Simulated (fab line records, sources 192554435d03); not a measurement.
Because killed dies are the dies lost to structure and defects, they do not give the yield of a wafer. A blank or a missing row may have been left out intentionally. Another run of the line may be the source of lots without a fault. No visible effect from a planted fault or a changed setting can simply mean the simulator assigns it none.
Problem report in the 8D (eight disciplines) form, filled by code -- flow n5_finfet -- the parts of the form that need people (team, actions taken, sign-off) are left out

== 1. THE ISSUE ==
oes_product_au at N5_SD_EPI_P_SD_RECESS_17 reads a mean of 1.143 a.u. on 3 wafers of 3 lots; wafers without a fault read 1.003 a.u. with a standard deviation of 0.014. Relative to the usual mean, that is a shift of +10 standard deviations.
The step: chemistry HBr/Cl2/O2, target depth 39.1 nm, bt time 3 s.
The first sign was on wafer L463.2 at day 6 02:10, on rie_si-06. The record has a number at this step for 35 wafers belonging to 12 lots. By rule, "out" or "out of limits" means more than 4 standard deviations away from the usual mean. The rest of the wafers with a number are treated as sound.

== 2. WHAT THIS IS AND IS NOT ==
question,is,is not
which readings at this step,oes_product_au,"drypump_motor_current_A, throttle_valve_pct"
which lots,"L463, L466, L469","L452, L454, L457, L458, L470, L472, L473, L474, L475"
which wafers of those lots,"L463.2, L466.1, L469.1","L463.3, L463.6, L466.4, L466.5, L469.3"
read on which tools,rie_si-06,"rie_si-01, rie_si-05"
when,from day 6 02:10,"up to then (14 sound wafers); but 18 sound wafers of L466, L469, L470, L472, L473, L474, L475 came after"

== 3. WHAT RULES OUT EACH SUSPECT ==
Counting: if a tool at a process step up to the reading ran every lot that is out, it stays a suspect. Sound lots after the first of them don't rule it out here, since some wafers of a struck lot are sound.
- rie_diel-01 at N5_SD_EPI_P_DESCUM_14 (chemistry O2, time 7.9 s): kept. Every lot that is out went through it, the first being L463 (day 6 01:29); the last sound lot it ran before that was L458 (day 4 18:16).
- rie_si-06 at N5_SD_EPI_P_SD_RECESS_17 (chemistry HBr/Cl2/O2, target depth 39.1 nm, bt time 3 s): kept. Every lot that is out went through it, the first being L463 (day 6 02:10); the last sound lot it ran before that was L458 (day 4 18:58). Its own oes_product_au readings are out on those wafers.
After counting, rie_diel-01 at N5_SD_EPI_P_DESCUM_14 and rie_si-06 at N5_SD_EPI_P_SD_RECESS_17 remain.

== 4. THE CAUSE (what the simulator had put in) ==
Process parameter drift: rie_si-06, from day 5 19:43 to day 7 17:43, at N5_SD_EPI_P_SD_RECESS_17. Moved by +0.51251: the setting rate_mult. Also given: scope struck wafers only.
Counting leaves 2 suspects; this tool is one of them.

== 5. SEQUENCE OF EFFECTS, ordered by route ==
Each row: a reading whose mean over the struck wafers that have a number lies more than 3 standard deviations from the usual. Readings are gone through only where the record gives a usual standard deviation; hours: the median, over the lots, of the time from a lot's start at the first step in this table giving one to that lot's start at this step; sigmas: the change measured in usual standard deviations.
hours,step,reading,usual,on struck wafers,change,sigmas
0,N5_SD_EPI_P_SD_RECESS_17,oes_product_au,1.003 a.u.,1.143,+0.140,+10
Here are the process steps it includes:
- N5_SD_EPI_P_SD_RECESS_17: chemistry HBr/Cl2/O2, target depth 39.1 nm, bt time 3 s.

== 6. WHAT WOULD HAVE CAUGHT IT SOONER ==
First out-of-limits reading in this record: day 6 02:10, which is 6 hours after fault onset at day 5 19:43.
